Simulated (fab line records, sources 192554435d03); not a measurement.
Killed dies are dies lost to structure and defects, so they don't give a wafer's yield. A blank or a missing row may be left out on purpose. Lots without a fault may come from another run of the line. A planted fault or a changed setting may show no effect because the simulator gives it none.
Which tool did it? | flow n5_finfet | 11 lots, 32 wafers sampled, at 4 steps of a route of 1938

WHAT THE GAUGES READ, wafer by wafer
The record holds no reading of a measuring or inspecting step that can be judged against a usual standard deviation.

WHICH TOOL RAN EACH LOT (tool, then ch and the chambers of the sampled wafers, then the start)
lot  | N5_BEOL_M3_HM_OPEN_17             | N5_MIM_BOT_ETCH_STRIP_01           | N5_PASSIVATION_DESCUM_32           | N5_PASSIVATION_PROBE_49
L177 | rie_metal-03 ch 0, day 7 07:37    | rie_diel-06 ch 2,3, day 11 23:38   | rie_diel-03 ch 2,3, day 12 04:03   | -
L178 | rie_metal-03 ch 0,1, day 7 16:31  | rie_diel-04 ch 0,3, day 12 02:25   | rie_diel-03 ch 0,3, day 12 06:44   | -
L179 | rie_metal-02 ch 0, day 7 20:24    | rie_diel-04 ch 0,1,2, day 12 20:49 | rie_diel-06 ch 0,1,3, day 13 00:02 | -
L181 | rie_metal-03 ch 0,1, day 8 14:54  | rie_diel-04 ch 2,3, day 13 11:50   | rie_diel-03 ch 0,1,2, day 13 16:50 | -
L182 | rie_metal-01 ch 0,1, day 8 15:04  | rie_diel-06 ch 0,1,3, day 13 06:38 | rie_diel-03 ch 0,1,3, day 13 10:25 | -
L184 | rie_metal-03 ch 0,1, day 9 06:50  | rie_diel-06 ch 1,3, day 14 12:54   | rie_diel-04 ch 1,2,3, day 14 18:10 | prober-02, day 14 23:45
L192 | rie_metal-02 ch 0,1, day 11 01:39 | rie_diel-06 ch 1,2,3, day 16 09:50 | rie_diel-03 ch 0,1,2, day 16 17:07 | -
L195 | rie_metal-01 ch 0,1, day 12 09:38 | rie_diel-04 ch 0,1,3, day 17 08:27 | rie_diel-03 ch 1,2, day 17 14:55   | -
L196 | rie_metal-01 ch 0,1, day 12 11:49 | rie_diel-06 ch 2,3, day 17 12:19   | rie_diel-06 ch 0,1, day 17 15:41   | -
L197 | rie_metal-01 ch 0, day 12 14:21   | rie_diel-04 ch 1,2,3, day 17 08:59 | rie_diel-04 ch 0,1,3, day 17 14:32 | -
L198 | rie_metal-03 ch 0,1, day 12 14:23 | rie_diel-03 ch 0,1,2, day 18 04:50 | rie_diel-04 ch 0,3, day 18 08:40   | -
- N5_BEOL_M3_HM_OPEN_17: chemistry Cl2/BCl3, target TiN, target depth 20 nm, overetch 6 nm.
- N5_MIM_BOT_ETCH_STRIP_01: strips in O2.
- N5_PASSIVATION_DESCUM_32: chemistry O2, time 7.9 s.
- N5_PASSIVATION_PROBE_49

WHAT THE TOOLS THEMSELVES READ (means of the sampled wafers that have a number; where no wafer has one, the mark that the record gives instead)
N5_BEOL_M3_HM_OPEN_17. Usual: chamber_pressure_mTorr 10.000 mTorr, standard deviation 0.0088; drypump_motor_current_A 5.9 A, standard deviation 0.37; oes_product_au 0.67 a.u., standard deviation 0.085; throttle_valve_pct 22.16 %, standard deviation 0.22.
lot  | tool         | chamber_pressure_mTorr (mTorr) | drypump_motor_current_A (A) | oes_product_au (a.u.) | throttle_valve_pct (%) | flag
L177 | rie_metal-03 | 9.995                          | 5.7                         | 0.54                  | 22.34                  |
L178 | rie_metal-03 | 10.003                         | 5.6                         | 0.60                  | 22.24                  |
L179 | rie_metal-02 | 10.001                         | 6.3                         | 0.77                  | 22.19                  |
L181 | rie_metal-03 | 9.993                          | 5.6                         | 0.56                  | 22.30                  |
L182 | rie_metal-01 | 10.003                         | 5.8                         | 0.75                  | 21.91                  |
L184 | rie_metal-03 | 9.998                          | 5.6                         | 0.55                  | 22.32                  |
L192 | rie_metal-02 | 10.002                         | 6.4                         | 0.64                  | 22.18                  |
L195 | rie_metal-01 | 10.009                         | 5.8                         | 0.73                  | 21.93                  |
L196 | rie_metal-01 | 10.006                         | 6.0                         | 0.71                  | 22.18                  |
L197 | rie_metal-01 | 9.994                          | 5.7                         | 0.73                  | 21.70                  |
L198 | rie_metal-03 | 10.003                         | 5.5                         | 0.68                  | 22.11                  |

N5_MIM_BOT_ETCH_STRIP_01. Usual: chamber_pressure_mTorr 29.99 mTorr, standard deviation 0.079; drypump_motor_current_A 5.7 A, standard deviation 0.65; oes_product_au 0.82 a.u., standard deviation 0.063; rf_vpp_V 3.6 V, standard deviation 1.4; showerhead_plenum_p_Torr 2.07 Torr, standard deviation 0.083; throttle_valve_pct 16.66 %, standard deviation 0.19.
lot  | tool        | chamber_pressure_mTorr (mTorr) | drypump_motor_current_A (A) | oes_product_au (a.u.) | rf_vpp_V (V) | showerhead_plenum_p_Torr (Torr) | throttle_valve_pct (%) | flag
L177 | rie_diel-06 | 29.94                          | 6.1                         | 0.80                  | 3.8          | 2.02                            | 16.82                  |
L178 | rie_diel-04 | 30.03                          | 5.6                         | 0.77                  | 4.8          | 2.01                            | 16.78                  |
L179 | rie_diel-04 | 29.97                          | 5.9                         | 0.82                  | 3.3          | 2.03                            | 16.55                  |
L181 | rie_diel-04 | 30.00                          | 5.7                         | 0.84                  | 3.5          | 2.05                            | 16.80                  |
L182 | rie_diel-06 | 29.90                          | 5.6                         | 0.82                  | 3.6          | 2.03                            | 16.68                  |
L184 | rie_diel-06 | 30.04                          | 6.1                         | 0.84                  | 4.7          | 2.04                            | 16.76                  |
L192 | rie_diel-06 | 30.02                          | 5.7                         | 0.83                  | 4.4          | 2.09                            | 16.65                  |
L195 | rie_diel-04 | 29.95                          | 5.8                         | 0.74                  | 2.3          | 2.02                            | 16.84                  |
L196 | rie_diel-06 | 30.02                          | 5.8                         | 0.85                  | 4.7          | 2.16                            | 16.63                  |
L197 | rie_diel-04 | 30.01                          | 5.8                         | 0.80                  | 4.1          | 2.04                            | 16.73                  |
L198 | rie_diel-03 | 29.93                          | 5.5                         | 0.82                  | 3.8          | 2.13                            | 16.67                  |

N5_PASSIVATION_DESCUM_32. Usual: chamber_pressure_mTorr 20.001 mTorr, standard deviation 0.017; drypump_motor_current_A 5.7 A, standard deviation 0.65; oes_product_au 0.82 a.u., standard deviation 0.059; rf_vpp_V 242.8 V, standard deviation 1.6; showerhead_plenum_p_Torr 2.08 Torr, standard deviation 0.083; throttle_valve_pct 20.44 %, standard deviation 0.21.
lot  | tool        | chamber_pressure_mTorr (mTorr) | drypump_motor_current_A (A) | oes_product_au (a.u.) | rf_vpp_V (V) | showerhead_plenum_p_Torr (Torr) | throttle_valve_pct (%) | flag
L177 | rie_diel-03 | 20.006                         | 5.7                         | 0.85                  | 242.9        | 2.13                            | 20.16                  |
L178 | rie_diel-03 | 20.010                         | 5.5                         | 0.84                  | 244.0        | 2.16                            | 20.52                  |
L179 | rie_diel-06 | 20.013                         | 5.6                         | 0.82                  | 242.3        | 2.02                            | 20.46                  |
L181 | rie_diel-03 | 20.009                         | 5.5                         | 0.87                  | 243.8        | 2.13                            | 20.40                  |
L182 | rie_diel-03 | 19.985                         | 6.0                         | 0.87                  | 244.4        | 2.18                            | 20.39                  |
L184 | rie_diel-04 | 20.000                         | 5.9                         | 0.83                  | 242.5        | 2.04                            | 20.48                  |
L192 | rie_diel-03 | 19.999                         | 5.4                         | 0.83                  | 243.3        | 2.12                            | 20.44                  |
L195 | rie_diel-03 | 20.016                         | 5.4                         | 0.83                  | 242.9        | 2.09                            | 20.27                  |
L196 | rie_diel-06 | 20.015                         | 5.0                         | 0.76                  | 241.6        | 1.99                            | 20.46                  |
L197 | rie_diel-04 | 20.004                         | 5.7                         | 0.74                  | 240.9        | 2.01                            | 20.61                  |
L198 | rie_diel-04 | 19.996                         | 5.6                         | 0.71                  | 240.7        | 1.99                            | 20.64                  |

N5_PASSIVATION_PROBE_49. Usual: defect_limited_yield 91.0 %, standard deviation 1.3; killed_at_M0_to_M3 36, standard deviation 9.5; killed_at_M4_up 14, standard deviation 5.6; killed_at_contacts 12, standard deviation 6.4; killed_at_front_end 40, standard deviation 10; killed_at_other 3.2, standard deviation 3; killed_dies 107, standard deviation 15; killed_open 69, standard deviation 12; killed_short 35, standard deviation 7.7; sort_bin_5_function 5.3 %, standard deviation 0.91; sort_bin_6_memory 3.3 %, standard deviation 0.65; sort_n_pass 1073, standard deviation 15; sort_yield_pct 91.0 %, standard deviation 1.3.
lot  | tool      | defect_limited_yield (%) | killed_at_M0_to_M3 | killed_at_M4_up | killed_at_contacts | killed_at_front_end | killed_at_other | killed_dies | killed_open | killed_short | sort_bin_5_function (%) | sort_bin_6_memory (%) | sort_n_pass | sort_yield_pct (%) | flag
L184 | prober-02 | 84.4                     | 118                | 16              | 3                  | 46                  | 1.3             | 184         | 70          | 29           | 9.6                     | 4.5                   | 996         | 84.4               | OFF

THE ANSWER, worked out from the rows above alone
Rule: a lot is off if the mean of its wafers that have a number lies more than 3 standard deviations from the usual mean. A lot without any number at a reading at which 4 lots or more have one is off too. The other lots that the step has rows for count as sound. The gauges are gone through in route order, then the tools' own readings, and for those a lot's mean is taken as printed above. The first step at which some lot is off is used, and at that step the reading that is off furthest; a lot without a number counts as furthest.
Off: L184, at N5_PASSIVATION_PROBE_49 (killed_at_M0_to_M3). Neither off nor sound, because the step has no rows for them: L177, L178, L179, L181, L182, L192, L195, L196, L197, L198.
A tool fits if, at that step or a process step before it, it ran every lot that is off, and no sound lot after the first of them. Can't be told from this: 4 tools fit, rie_metal-03 at N5_BEOL_M3_HM_OPEN_17, rie_diel-06 at N5_MIM_BOT_ETCH_STRIP_01, rie_diel-04 at N5_PASSIVATION_DESCUM_32, prober-02 at N5_PASSIVATION_PROBE_49.

WHAT THE SIMULATOR HAD PUT IN
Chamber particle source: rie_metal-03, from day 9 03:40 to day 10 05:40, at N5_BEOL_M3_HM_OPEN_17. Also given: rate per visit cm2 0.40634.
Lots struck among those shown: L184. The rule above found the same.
